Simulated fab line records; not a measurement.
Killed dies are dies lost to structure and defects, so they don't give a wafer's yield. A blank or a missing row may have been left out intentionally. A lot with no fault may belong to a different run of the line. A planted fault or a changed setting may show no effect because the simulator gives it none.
fab line records | flow n5Finfet
record: lots: 5 | wafers: 15 | lastDay: 19
route steps=1938 shown PASSIVATION@1902
lots with no fault: from the same line, run without faults
startH: the number of hours between the record's first day and the start of the first shown wafer of the lot | waitH: hours from the lot's prior step to this one | " unchanged from the row above | L1.1+2: a single row standing in for several wafers | - value missing, or start not given | * or withheld: withheld | < > ~ a bound
route shown NAME@n: NAME is a module with steps in the file, n the number in the route of the first one | usual: mean/standard deviation of fault-free wafers | same: alike in all rows | chamber/n: place in a boat | sites: each site's reading | _std_site: the values' standard deviation | _edge_site: inner sites' mean taken away from outer sites' mean | radiusMm: for every site, how far away it sits from the centre of the wafer | mask NAME#n: copy n | behind: tool/chamber where the wafer was last shaped | hold: reason for holding the lot/hours on hold/outcome of the hold | device: transistor that didn't switch, given as n, p or np | end of line: tests of these same wafers at the route's end | step lacking rows: just its recipe | killed: count of dies lost to structure and defects at first sort (not the wafer's yield) | map: a wafer's dies, x killed, . not, _ none there
set.NAME: the setting the step ran with; set.NAME@STEP: the setting that earlier step ran with | model.NAME: the simulator's own value behind a step, which no gauge read
lots at some steps of the route; a table a step, a row a wafer
services: when a tool's chamber went out of use (startH, in hours from the record's first day, below 0 if earlier), for how many hours, and the reason
== steps ==
step: N5_PASSIVATION_PEB_28
recipe: pebTempC: withheld | pebTimeS: *
usual: chillPlateTempC: *
lot.wafer | tool          | chamber | startH | waitH | chillPlateTempC
L074.3    | lithoTrack-03 | 0       | 268.64 | 0.0   | *
L074.4    | "             | 0       | "      | "     | *
L074.5    | "             | 0       | "      | "     | *
L078.1    | lithoTrack-03 | 0       | 305.50 | 0.1   | *
L078.2    | "             | 0       | "      | "     | *
L078.5    | "             | 0       | "      | "     | *
L088.2    | lithoTrack-04 | 0       | 386.83 | 0.0   | *
L088.4    | "             | 0       | "      | "     | *
L088.6    | "             | 0       | "      | "     | *
L093.3    | lithoTrack-04 | 0       | 430.42 | 0.0   | *
L093.5    | "             | 0       | "      | "     | *
L093.6    | "             | 0       | "      | "     | *
L095.1    | lithoTrack-03 | 0       | 450.42 | 0.1   | *
L095.2    | "             | 0       | "      | "     | *
L095.6    | "             | 0       | "      | "     | *
step: N5_PASSIVATION_DEVELOP_29
recipe: developTimeS: 60 | rinseLiquid: diw | dry: airSpin | devTempC: 21
usual: chillPlateTempC: 22.99/0.11
lot.wafer | tool          | chamber | startH | waitH | chillPlateTempC
L074.3    | lithoTrack-03 | 0       | -      | -     | 23.23
L074.4    | "             | 0       | "      | "     | 23.03
L074.5    | "             | 0       | "      | "     | 23.05
L078.1    | lithoTrack-03 | 0       | -      | -     | 23.11
L078.2    | "             | 0       | "      | "     | 23.04
L078.5    | "             | 0       | "      | "     | 23.04
L088.2    | lithoTrack-04 | 0       | -      | -     | 22.83
L088.4    | "             | 0       | "      | "     | 22.96
L088.6    | "             | 0       | "      | "     | 22.93
L093.3    | lithoTrack-04 | 0       | -      | -     | 23.14
L093.5    | "             | 0       | "      | "     | 23.07
L093.6    | "             | 0       | "      | "     | 23.03
L095.1    | lithoTrack-03 | 0       | -      | -     | 23.03
L095.2    | "             | 0       | "      | "     | 22.95
L095.6    | "             | 0       | "      | "     | 22.92
step: N5_PASSIVATION_HARDBAKE_31
recipe: tempC: 130 | timeS: 120
usual: chillPlateTempC: 22.99/0.1
lot.wafer | tool          | chamber | startH | waitH | chillPlateTempC
L074.3    | lithoTrack-03 | 0       | -      | -     | 23.17
L074.4    | "             | 0       | "      | "     | 23.01
L074.5    | "             | 0       | "      | "     | 23.08
L078.1    | lithoTrack-03 | 0       | -      | -     | 22.98
L078.2    | "             | 0       | "      | "     | 23.03
L078.5    | "             | 0       | "      | "     | 23.02
L088.2    | lithoTrack-04 | 0       | -      | -     | 23.13
L088.4    | "             | 0       | "      | "     | 23.03
L088.6    | "             | 0       | "      | "     | 22.96
L093.3    | lithoTrack-04 | 0       | -      | -     | 23.01
L093.5    | "             | 0       | "      | "     | 23.08
L093.6    | "             | 0       | "      | "     | 23.07
L095.1    | lithoTrack-03 | 0       | -      | -     | 23.05
L095.2    | "             | 0       | "      | "     | 23.06
L095.6    | "             | 0       | "      | "     | 22.96
step: N5_PASSIVATION_CD_MEAS_30
recipe: targetCdNm: 4000 | landingEnergyEv: 500 | detector: seInlens | polarity: opening
usual: cdNm: 4000.9/1.6
same: landingEnergyEv: 500
lot.wafer | tool     | chamber | startH | waitH | cdNm
L074.3    | cdSem-03 | 0       | 268.76 | -     | 4005.1
L074.4    | "        | 0       | "      | "     | 4005.1
L074.5    | "        | 0       | "      | "     | 4002.4
L078.1    | cdSem-02 | 0       | 305.62 | -     | 4000.1
L078.2    | "        | 0       | "      | "     | 3998.8
L078.5    | "        | 0       | "      | "     | 4003.3
L088.2    | cdSem-02 | 0       | 386.95 | -     | 4002.7
L088.4    | "        | 0       | "      | "     | 3999.6
L088.6    | "        | 0       | "      | "     | 4001.8
L093.3    | cdSem-03 | 0       | 430.54 | -     | 3999.0
L093.5    | "        | 0       | "      | "     | 3998.6
L093.6    | "        | 0       | "      | "     | 3997.9
L095.1    | cdSem-03 | 0       | 450.54 | -     | 4000.6
L095.2    | "        | 0       | "      | "     | 4003.9
L095.6    | "        | 0       | "      | "     | 4000.2
step: N5_PASSIVATION_OVL_MEAS_63
recipe: pointsPerWafer: 44
usual: PAD_OVL: -5/6.3
lot.wafer | tool       | chamber | startH | waitH | PAD_OVL[nm]
L074.3    | overlay-02 | 0       | 268.79 | 0.0   | -4
L074.4    | "          | 0       | "      | "     | 0
L074.5    | "          | 0       | "      | "     | -2
L078.1    | overlay-02 | 0       | 305.65 | 0.0   | -4
L078.2    | "          | 0       | "      | "     | -6
L078.5    | "          | 0       | "      | "     | -7
L088.2    | overlay-01 | 0       | 386.98 | 0.0   | 3
L088.4    | "          | 0       | "      | "     | 0
L088.6    | "          | 0       | "      | "     | 8
L093.3    | overlay-02 | 0       | 430.57 | 0.0   | -6
L093.5    | "          | 0       | "      | "     | -7
L093.6    | "          | 0       | "      | "     | -4
L095.1    | overlay-01 | 0       | 450.57 | 0.0   | -6
L095.2    | "          | 0       | "      | "     | -7
L095.6    | "          | 0       | "      | "     | -6
step: N5_PASSIVATION_INSPECT_64
recipe: mode: adi | inspectInstrument: macro
usual: rawDefectCount: 2.2/1.6
lot.wafer | tool             | chamber | startH | waitH | rawDefectCount
L074.3    | defectInspect-01 | -       | 268.81 | 0.0   | 0
L074.4    | "                | -       | "      | "     | 4
L074.5    | "                | -       | "      | "     | 1
L078.1    | defectInspect-02 | -       | 305.67 | 0.0   | 3
L078.2    | "                | -       | "      | "     | 2
L078.5    | "                | -       | "      | "     | 3
L088.2    | defectInspect-02 | -       | 387.01 | 0.0   | 1
L088.4    | "                | -       | "      | "     | 0
L088.6    | "                | -       | "      | "     | 3
L093.3    | defectInspect-02 | -       | 430.60 | 0.0   | 2
L093.5    | "                | -       | "      | "     | 0
L093.6    | "                | -       | "      | "     | 3
L095.1    | defectInspect-02 | -       | 450.60 | 0.0   | 1
L095.2    | "                | -       | "      | "     | 3
L095.6    | "                | -       | "      | "     | 1
step: N5_PASSIVATION_DESCUM_32
recipe: chemistry: O2 | timeS: 7.9 | sourcePowerW: 50 | biasPowerW: 20 | pressureMtorr: 20 | rfFrequencyHz: 2.712e+07 | tempC: 40 | o2FlowSccm: 225
usual: drypumpMotorCurrentA: 5.5/0.32 | oesProductAu: 0.83/0.071 | rfVppV: 243.6/1.3 | showerheadPlenumPTorr: 2.13/0.078 | throttleValvePct: 20.35/0.27
lot.wafer | tool       | chamber | startH | waitH | drypumpMotorCurrentA | oesProductAu | rfHoursCounterH | rfVppV | showerheadPlenumPTorr | throttleValvePct
L074.3    | rieDiel-01 | 3       | 268.85 | 0.0   | 5.3                  | 0.83         | 68              | 241.6  | 2.02                  | 20.17
L074.4    | "          | 0       | "      | "     | 5.3                  | 0.68         | -               | 243.5  | 2.14                  | 20.43
L074.5    | "          | 2       | "      | "     | 5.8                  | 0.71         | -               | 241.5  | 1.98                  | 20.52
L078.1    | rieDiel-01 | 1       | 305.71 | 0.0   | 5.6                  | 0.96         | 5               | 244.7  | 2.24                  | 20.04
L078.2    | "          | 3       | "      | "     | 5.3                  | 0.81         | 83              | 243.3  | 2.01                  | 20.16
L078.5    | "          | 1       | "      | "     | 5.6                  | 0.97         | -               | 245.3  | 2.24                  | 20.05
L088.2    | rieDiel-01 | 1       | 387.09 | 0.1   | 5.6                  | 0.90         | 37              | 244.6  | 2.23                  | 20.09
L088.4    | "          | 3       | "      | "     | 5.2                  | 0.79         | -               | 241.5  | 2.00                  | 20.23
L088.6    | "          | 1       | "      | "     | 5.6                  | 0.89         | -               | 244.6  | 2.23                  | 20.07
L093.3    | rieDiel-03 | 0       | 430.63 | 0.0   | 5.8                  | 0.81         | 88              | 245.2  | 2.11                  | 19.95
L093.5    | "          | 2       | "      | "     | 4.9                  | 0.80         | -               | 244.1  | 2.21                  | 20.61
L093.6    | "          | 3       | "      | "     | 5.4                  | 0.77         | -               | 243.5  | 2.12                  | 20.72
L095.1    | rieDiel-03 | 1       | 450.84 | 0.2   | 5.8                  | 0.83         | 69              | 243.1  | 2.12                  | 20.49
L095.2    | "          | 0       | "      | "     | 5.8                  | 0.82         | 94              | 244.3  | 2.11                  | 19.95
L095.6    | "          | 0       | "      | "     | 5.8                  | 0.82         | -               | 243.0  | 2.11                  | 19.97
step: N5_PASSIVATION_AL_ETCH_33
recipe: chemistry: Cl2/BCl3 | targetDepthA: 28000 | overEtchFrac: 0.15 | Cl2_flow_sccm: 180 | bcl3FlowSccm: 60 | target: Al | stopOn: TaN | timeS: 466.7 | ionEnergyEv: 100 | pressureMtorr: 10 | icpW: 900 | biasW: 100
usual: biasW: 100.02/0.28 | drypumpMotorCurrentA: 5.9/0.65 | oesProductAu: 0.75/0.073 | throttleValvePct: 34.3/0.5
lot.wafer | tool        | chamber | startH | waitH | biasW  | drypumpMotorCurrentA | oesProductAu | rfHoursCounterH | throttleValvePct
L074.3    | rieMetal-01 | 0       | 269.07 | 0.2   | 100.11 | 5.9                  | 0.60         | -               | 35.1
L074.4    | "           | 1       | "      | "     | 100.35 | 5.4                  | 0.75         | -               | 34.6
L074.5    | "           | 0       | "      | "     | 100.28 | 5.9                  | 0.60         | -               | 35.1
L078.1    | rieMetal-02 | 0       | 305.79 | 0.1   | 99.98  | 5.3                  | 0.80         | 15              | 33.8
L078.2    | "           | 1       | "      | "     | 100.01 | 6.7                  | 0.60         | 103             | 34.6
L078.5    | "           | 0       | "      | "     | 99.55  | 5.3                  | 0.80         | -               | 33.8
L088.2    | rieMetal-03 | 1       | 387.18 | 0.1   | 99.98  | 5.3                  | 0.79         | 18              | 34.7
L088.4    | "           | 1       | "      | "     | 99.71  | 5.3                  | 0.79         | -               | 34.7
L088.6    | "           | 0       | "      | "     | 100.03 | 6.8                  | 0.74         | -               | 33.6
L093.3    | rieMetal-02 | 1       | 430.86 | 0.2   | 100.16 | 6.7                  | 0.82         | -               | 34.4
L093.5    | "           | 1       | "      | "     | 100.24 | 6.7                  | 0.83         | -               | 34.4
L093.6    | "           | 0       | "      | "     | 100.37 | 5.3                  | 0.76         | -               | 33.8
L095.1    | rieMetal-03 | 0       | 450.93 | 0.1   | 99.94  | 6.8                  | 0.73         | 29              | 33.6
L095.2    | "           | 1       | "      | "     | 100.12 | 5.3                  | 0.77         | 22              | 34.7
L095.6    | "           | 0       | "      | "     | 100.27 | 6.8                  | 0.73         | -               | 33.6
step: N5_PASSIVATION_ETCH_59
recipe: chemistry: Cl2/BCl3 | target: TaN | targetDepthA: 650 | timeS: 34.9 | ionEnergyEv: 100 | pressureMtorr: 10 | icpW: 900 | biasW: 100 | Cl2_flow_sccm: 60 | bcl3FlowSccm: 30
usual: biasW: 100.00/0.28 | drypumpMotorCurrentA: 5.9/0.64 | oesProductAu: 0.83/0.081 | throttleValvePct: 21.1/0.4
lot.wafer | tool        | chamber | startH | waitH | biasW  | drypumpMotorCurrentA | oesProductAu | rfHoursCounterH | throttleValvePct
L074.3    | rieMetal-01 | 0       | 269.37 | 0.2   | 100.39 | 5.8                  | 0.67         | -               | 21.8
L074.4    | "           | 1       | "      | "     | 100.46 | 5.4                  | 0.83         | -               | 21.2
L074.5    | "           | 0       | "      | "     | 100.19 | 5.9                  | 0.66         | -               | 21.8
L078.1    | rieMetal-02 | 0       | 306.20 | 0.3   | 99.92  | 5.3                  | 0.88         | 15              | 20.7
L078.2    | "           | 1       | "      | "     | 99.89  | 6.7                  | 0.68         | 103             | 21.5
L078.5    | "           | 0       | "      | "     | 100.06 | 5.3                  | 0.88         | -               | 20.7
L088.2    | rieMetal-03 | 1       | 387.58 | 0.3   | 99.90  | 5.3                  | 0.87         | 18              | 21.4
L088.4    | "           | 1       | "      | "     | 100.12 | 5.3                  | 0.88         | -               | 21.4
L088.6    | "           | 0       | "      | "     | 100.07 | 6.7                  | 0.81         | -               | 20.5
L093.3    | rieMetal-02 | 1       | 431.16 | 0.2   | 99.38  | 6.7                  | 0.92         | -               | 21.2
L093.5    | "           | 1       | "      | "     | 99.99  | 6.7                  | 0.94         | -               | 21.2
L093.6    | "           | 0       | "      | "     | 100.27 | 5.3                  | 0.83         | -               | 20.8
L095.1    | rieMetal-03 | 0       | 451.33 | 0.3   | 99.62  | 6.7                  | 0.81         | 30              | 20.5
L095.2    | "           | 1       | "      | "     | 99.39  | 5.3                  | 0.85         | 22              | 21.4
L095.6    | "           | 0       | "      | "     | 100.07 | 6.8                  | 0.80         | -               | 20.5
step: N5_PASSIVATION_STRIP_34
recipe: chemistry: O2 | powerW: 600 | tempC: 60 | pressureMtorr: 30 | rfFrequencyHz: 6e+07 | biasPowerW: 0 | overashFraction: 2 | o2FlowSccm: 225
usual: drypumpMotorCurrentA: 5.52/0.29 | oesProductAu: 0.83/0.082 | rfVppV: 3.6/1.6 | showerheadPlenumPTorr: 2.11/0.082 | throttleValvePct: 16.51/0.25
lot.wafer | tool       | chamber | startH | waitH | drypumpMotorCurrentA | oesProductAu | rfHoursCounterH | rfVppV | showerheadPlenumPTorr | throttleValvePct
L074.3    | rieDiel-04 | 1       | 269.45 | 0.1   | 5.90                 | 0.69         | 232             | 2.4    | 1.97                  | 16.64
L074.4    | "          | 3       | "      | "     | 5.21                 | 0.72         | -               | 1.0    | 2.07                  | 16.76
L074.5    | "          | 0       | "      | "     | 5.52                 | 0.71         | -               | 6.7    | 2.07                  | 16.72
L078.1    | rieDiel-04 | 1       | 306.39 | 0.2   | 5.88                 | 0.68         | 247             | 0.8    | 1.97                  | 16.70
L078.2    | "          | 3       | "      | "     | 5.22                 | 0.72         | 223             | 3.3    | 2.06                  | 16.71
L078.5    | "          | 1       | "      | "     | 5.94                 | 0.68         | -               | 1.4    | 1.97                  | 16.66
L088.2    | rieDiel-03 | 3       | 387.70 | 0.1   | 5.42                 | 0.78         | 123             | 2.0    | 2.13                  | 16.87
L088.4    | "          | 0       | "      | "     | 5.79                 | 0.84         | 75              | 0.8    | 2.12                  | 16.14
L088.6    | "          | 1       | "      | "     | 5.83                 | 0.86         | -               | 3.3    | 2.14                  | 16.65
L093.3    | rieDiel-03 | 2       | 431.24 | 0.1   | 4.93                 | 0.79         | 99              | 6.1    | 2.21                  | 16.80
L093.5    | "          | 1       | "      | "     | 5.83                 | 0.85         | -               | 3.4    | 2.13                  | 16.65
L093.6    | "          | 0       | "      | "     | 5.83                 | 0.82         | -               | 3.3    | 2.11                  | 16.21
L095.1    | rieDiel-01 | 3       | 451.44 | 0.1   | 5.23                 | 0.76         | 137             | 4.3    | 2.00                  | 16.54
L095.2    | "          | 1       | "      | "     | 5.64                 | 0.86         | 59              | 3.0    | 2.22                  | 16.38
L095.6    | "          | 1       | "      | "     | 5.64                 | 0.85         | -               | 3.6    | 2.22                  | 16.36
step: N5_PASSIVATION_STRIP_51
recipe: chemistry: postEtchResidueRemover | timeS: 1200 | tempC: 72.5
lot.wafer  | tool        | chamber | startH | waitH
L074.3+4+5 | wetBench-05 | 7,6,0   | 269.52 | -
L078.1+2+5 | wetBench-06 | 4,7,1   | 306.46 | -
L088.2+4+6 | wetBench-01 | 6,7,2   | 387.76 | -
L093.3+5+6 | wetBench-05 | 3,6,0   | 431.31 | -
L095.1+2+6 | wetBench-01 | 6,7,1   | 451.51 | -
step: N5_PASSIVATION_CLEAN_69
recipe: chemistry: IPA | timeS: 180 | tempC: 25
lot.wafer  | tool        | chamber | startH | waitH
L074.3+4+5 | wetBench-05 | 7,6,0   | 269.85 | 0.0
L078.1+2+5 | wetBench-06 | 4,7,1   | 306.80 | 0.0
L088.2+4+6 | wetBench-01 | 6,7,2   | 388.10 | 0.0
L093.3+5+6 | wetBench-05 | 3,6,0   | 431.64 | 0.0
L095.1+2+6 | wetBench-01 | 6,7,1   | 451.84 | 0.0
step: N5_PASSIVATION_SRD_70
recipe: dry: ipaMarangoni | timeS: 30 | tempC: 23 | rinseLiquid: diw
lot.wafer  | tool        | chamber | startH | waitH
L074.3+4+5 | wetBench-05 | 7,6,0   | 269.90 | 0.0
L078.1+2+5 | wetBench-06 | 4,7,1   | 306.85 | 0.0
L088.2+4+6 | wetBench-01 | 6,7,2   | 388.15 | 0.0
L093.3+5+6 | wetBench-05 | 3,6,0   | 431.69 | 0.0
L095.1+2+6 | wetBench-01 | 6,7,1   | 451.90 | 0.0
step: N5_PASSIVATION_PECVD_53
recipe: material: SiO2 | targetThkA: 8000 | tempC: 400 | precursor: TEOS/O2 | pressureTorr: 6.5 | rfW: withheld | teosFlowSccm: withheld | gas: O2 | flowSccm: 2650 | timeS: 169.4
lot.wafer  | tool     | chamber | startH | waitH
L074.3+4+5 | pecvd-01 | 0,0,2   | 269.95 | 0.0
L078.1+2+5 | pecvd-02 | 1,2,1   | 306.89 | 0.0
L088.2+4+6 | pecvd-01 | 1,2,1   | 388.20 | 0.0
L093.3+5+6 | pecvd-04 | 2,1,0   | 431.74 | 0.0
L095.1+2+6 | pecvd-01 | 2,0,0   | 451.94 | 0.0
step: N5_PASSIVATION_PECVD_35
recipe: material: SiNx | targetThkA: 7000 | tempC: 400 | precursor: SiH4/NH3/N2 | pressureTorr: 4.9 | rfW: 1406 | timeS: 151.3
usual: heaterPowerOuterW: 180/72 | heaterPowerW: 394/97 | showerheadPlenumPTorr: 8.64/0.071 | throttleValvePct: 29.4/1.7
lot.wafer | tool     | chamber | startH | waitH | heaterPowerOuterW | heaterPowerW | showerheadPlenumPTorr | throttleValvePct
L074.3    | pecvd-01 | 0       | 270.06 | 0.1   | 249               | 464          | 8.63                  | 28.1
L074.4    | "        | 0       | "      | "     | 253               | 489          | 8.66                  | 28.0
L074.5    | "        | 2       | "      | "     | 282               | 566          | 8.68                  | 28.6
L078.1    | pecvd-02 | 1       | 307.01 | 0.1   | 199               | 347          | 8.69                  | 28.4
L078.2    | "        | 2       | "      | "     | 274               | 512          | 8.59                  | 28.0
L078.5    | "        | 1       | "      | "     | 222               | 362          | 8.68                  | 28.4
L088.2    | pecvd-01 | 1       | 388.31 | 0.1   | 234               | 470          | 8.73                  | 32.7
L088.4    | "        | 2       | "      | "     | 163               | 412          | 8.68                  | 28.9
L088.6    | "        | 1       | "      | "     | 263               | 491          | 8.73                  | 33.3
L093.3    | pecvd-04 | 2       | 431.85 | 0.1   | 142               | 364          | 8.68                  | 30.4
L093.5    | "        | 1       | "      | "     | 146               | 308          | 8.55                  | 25.9
L093.6    | "        | 0       | "      | "     | 145               | 439          | 8.46                  | 29.3
L095.1    | pecvd-01 | 2       | 452.05 | 0.1   | 282               | 579          | 8.68                  | 29.3
L095.2    | "        | 0       | "      | "     | 180               | 380          | 8.65                  | 28.3
L095.6    | "        | 0       | "      | "     | 218               | 427          | 8.67                  | 28.0
step: N5_PASSIVATION_HMDS_37
recipe: timeS: 60 | tempC: 120
usual: chillPlateTempC: 23.01/0.11
lot.wafer | tool          | chamber | startH | waitH | chillPlateTempC
L074.3    | lithoTrack-03 | 0       | 270.20 | 0.1   | 22.97
L074.4    | "             | 0       | "      | "     | 23.04
L074.5    | "             | 0       | "      | "     | 23.07
L078.1    | lithoTrack-03 | 0       | 307.14 | 0.1   | 22.95
L078.2    | "             | 0       | "      | "     | 22.97
L078.5    | "             | 0       | "      | "     | 22.99
L088.2    | lithoTrack-04 | 0       | 388.44 | 0.1   | 22.96
L088.4    | "             | 0       | "      | "     | 22.87
L088.6    | "             | 0       | "      | "     | 23.07
L093.3    | lithoTrack-02 | 0       | 431.99 | 0.1   | 23.26
L093.5    | "             | 0       | "      | "     | 23.07
L093.6    | "             | 0       | "      | "     | 23.09
L095.1    | lithoTrack-03 | 0       | 452.19 | 0.1   | 22.81
L095.2    | "             | 0       | "      | "     | 22.85
L095.6    | "             | 0       | "      | "     | 22.98
step: N5_PASSIVATION_COAT_38
recipe: spinRpm: 3000 | resistThkNm: withheld
usual: chillPlateTempC: 23.01/0.11
lot.wafer | tool          | chamber | startH | waitH | chillPlateTempC
L074.3    | lithoTrack-03 | 0       | -      | -     | 22.95
L074.4    | "             | 0       | "      | "     | 22.97
L074.5    | "             | 0       | "      | "     | 23.04
L078.1    | lithoTrack-03 | 0       | -      | -     | 23.04
L078.2    | "             | 0       | "      | "     | 23.01
L078.5    | "             | 0       | "      | "     | 23.14
L088.2    | lithoTrack-04 | 0       | -      | -     | 22.87
L088.4    | "             | 0       | "      | "     | 22.92
L088.6    | "             | 0       | "      | "     | 22.88
L093.3    | lithoTrack-02 | 0       | -      | -     | 22.68
L093.5    | "             | 0       | "      | "     | 23.05
L093.6    | "             | 0       | "      | "     | 23.00
L095.1    | lithoTrack-03 | 0       | -      | -     | 22.99
L095.2    | "             | 0       | "      | "     | 23.16
L095.6    | "             | 0       | "      | "     | 22.98
step: N5_PASSIVATION_EBR_40
recipe: solvent: PGMEA | ebrWidthMm: 1.5
usual: chillPlateTempC: 22.97/0.11
lot.wafer | tool          | chamber | startH | waitH | chillPlateTempC
L074.3    | lithoTrack-03 | 0       | -      | -     | 23.00
L074.4    | "             | 0       | "      | "     | 22.83
L074.5    | "             | 0       | "      | "     | 22.90
L078.1    | lithoTrack-03 | 0       | -      | -     | 23.14
L078.2    | "             | 0       | "      | "     | 22.87
L078.5    | "             | 0       | "      | "     | 22.87
L088.2    | lithoTrack-04 | 0       | -      | -     | 22.82
L088.4    | "             | 0       | "      | "     | 22.95
L088.6    | "             | 0       | "      | "     | 22.90
L093.3    | lithoTrack-02 | 0       | -      | -     | 23.09
L093.5    | "             | 0       | "      | "     | 22.97
L093.6    | "             | 0       | "      | "     | 23.10
L095.1    | lithoTrack-03 | 0       | -      | -     | 23.06
L095.2    | "             | 0       | "      | "     | 23.07
L095.6    | "             | 0       | "      | "     | 23.13
step: N5_PASSIVATION_SOFTBAKE_39
recipe: tempC: 110 | timeS: 120
usual: chillPlateTempC: 22.99/0.096
lot.wafer | tool          | chamber | startH | waitH | chillPlateTempC
L074.3    | lithoTrack-03 | 0       | -      | -     | 23.01
L074.4    | "             | 0       | "      | "     | 22.97
L074.5    | "             | 0       | "      | "     | 23.07
L078.1    | lithoTrack-03 | 0       | -      | -     | 23.00
L078.2    | "             | 0       | "      | "     | 23.06
L078.5    | "             | 0       | "      | "     | 23.04
L088.2    | lithoTrack-04 | 0       | -      | -     | 23.08
L088.4    | "             | 0       | "      | "     | 22.90
L088.6    | "             | 0       | "      | "     | 22.99
L093.3    | lithoTrack-02 | 0       | -      | -     | 23.06
L093.5    | "             | 0       | "      | "     | 23.03
L093.6    | "             | 0       | "      | "     | 23.02
L095.1    | lithoTrack-03 | 0       | -      | -     | 22.78
L095.2    | "             | 0       | "      | "     | 22.96
L095.6    | "             | 0       | "      | "     | 22.81
step: N5_PASSIVATION_EXPOSE_41
recipe: maskId: PASS_OPEN | na: 0.55 | defocusNm: 0 | sourceShape: conventional | sigmaOuter: 0.8 | polarization: unpolarized | targetCdNm: 40000 | doseMj: 57.25
usual: focusOffsetNm: 0.0/0.57 | reticleTempC: 22.98/0.12
lot.wafer | tool          | chamber | startH | waitH | mask        | focusOffsetNm | reticleTempC
L074.3    | krfScanner-01 | 0       | 270.33 | -     | PASS_OPEN#0 | 0.6           | 23.05
L074.4    | "             | 0       | "      | "     | PASS_OPEN#0 | -0.6          | 23.10
L074.5    | "             | 0       | "      | "     | PASS_OPEN#0 | 0.4           | 22.98
L078.1    | krfScanner-02 | 0       | 307.26 | -     | PASS_OPEN#0 | 0.2           | 23.06
L078.2    | "             | 0       | "      | "     | PASS_OPEN#0 | 0.2           | 22.90
L078.5    | "             | 0       | "      | "     | PASS_OPEN#0 | 0.1           | 23.14
L088.2    | krfScanner-02 | 0       | 388.57 | -     | PASS_OPEN#0 | 0.5           | 23.07
L088.4    | "             | 0       | "      | "     | PASS_OPEN#0 | -0.2          | 22.95
L088.6    | "             | 0       | "      | "     | PASS_OPEN#0 | 1.0           | 22.91
L093.3    | krfScanner-02 | 0       | 432.12 | -     | PASS_OPEN#0 | -0.6          | 23.02
L093.5    | "             | 0       | "      | "     | PASS_OPEN#0 | -0.2          | 22.99
L093.6    | "             | 0       | "      | "     | PASS_OPEN#0 | -0.3          | 23.08
L095.1    | krfScanner-02 | 0       | 452.43 | -     | PASS_OPEN#0 | 0.3           | 23.18
L095.2    | "             | 0       | "      | "     | PASS_OPEN#0 | 0.2           | 23.10
L095.6    | "             | 0       | "      | "     | PASS_OPEN#0 | -0.3          | 23.15
== services ==
tool          | chamber | startH | hours | kind
pecvd-02      | -       | 247.82 | 2.8   | pm
krfScanner-02 | -       | 247.92 | 1.8   | repair
rieMetal-03   | -       | 256.46 | 0.9   | repair
rieDiel-04    | 2       | 262.52 | 29.1  | repair
krfScanner-02 | -       | 269.82 | 1.0   | pm
krfScanner-02 | -       | 273.73 | 0.8   | pm
pecvd-01      | 1       | 276.42 | 5.0   | repair
rieMetal-03   | -       | 282.04 | 1.4   | pm
rieDiel-03    | 0       | 285.15 | 18.7  | repair
krfScanner-02 | -       | 291.61 | 0.5   | repair
rieMetal-02   | -       | 297.88 | 2.8   | pm
rieMetal-01   | -       | 305.91 | 15.6  | pm
rieMetal-01   | -       | 340.07 | 2.8   | pm
pecvd-01      | -       | 350.02 | 2.8   | repair
rieDiel-03    | 2       | 360.21 | 3.0   | repair
krfScanner-02 | -       | 368.28 | 1.3   | pm
rieDiel-03    | -       | 404.61 | 0.9   | repair
wetBench-06   | -       | 419.02 | 24.8  | repair
pecvd-01      | 1       | 425.97 | 6.5   | repair
rieDiel-01    | 0       | 430.11 | 1.5   | repair
rieDiel-03    | 0       | 432.56 | 3.0   | repair
krfScanner-02 | -       | 438.82 | 1.0   | pm
krfScanner-02 | -       | 440.60 | 1.7   | repair
krfScanner-02 | -       | 442.53 | 0.8   | pm
== key ==
fault none
